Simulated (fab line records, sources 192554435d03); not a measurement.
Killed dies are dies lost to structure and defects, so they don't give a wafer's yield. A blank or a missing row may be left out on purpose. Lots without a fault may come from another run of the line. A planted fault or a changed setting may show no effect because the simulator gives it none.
Chamber matching | flow n5_finfet | N5_DUMMY_REMOVAL_STRIP_10 on rie_diel-05: 4 sister chambers
The step strips in N2/H2, time 40 s. 4 wafers are shown with their chamber, then 12 later ones without.

WAFERS WITH THEIR CHAMBER
wafer  | chamber | drypump_motor_current_A (A)
L086.4 | 1       | 5.9
L089.3 | 2       | 5.1
L089.4 | 0       | 6.1
L089.6 | 3       | 5.2

WAFERS WITHOUT THEIR CHAMBER
wafer  | drypump_motor_current_A (A)
L091.2 | 5.2
L091.3 | 5.1
L091.5 | 6.1
L093.1 | 5.2
L093.5 | 6.1
L093.6 | 5.8
L095.1 | 5.2
L095.3 | 5.9
L095.5 | 6.1
L097.2 | 5.8
L097.3 | 5.2
L097.4 | 6.1

WHICH CHAMBER EACH WENT THROUGH
wafer  | from the rows above | in truth
L091.2 | 3                   | 3
L091.3 | 2                   | 2
L091.5 | 0                   | 0
L093.1 | 3                   | 3
L093.5 | 0                   | 0
L093.6 | 1                   | 1
L095.1 | 3                   | 3
L095.3 | 1                   | 1
L095.5 | 0                   | 0
L097.2 | 1                   | 1
L097.3 | 3                   | 3
L097.4 | 0                   | 0
Placed correctly: 12 of 12. Can't be placed from these rows: 0. Placed wrongly: 0.
How it was worked out, from the rows above alone: a wafer's distance from a chamber is the root of the sum, over the readings, of the square of ((its reading less the chamber's mean) divided by the reading's scatter). The wafer belongs to the nearest chamber; if the next one is less than 2 further off, it can't be placed. A chamber's mean is the mean of its shown wafers. The scatter: with one shown wafer a chamber, the root of the mean of the squares of how far each hidden wafer lies from its nearest shown one.
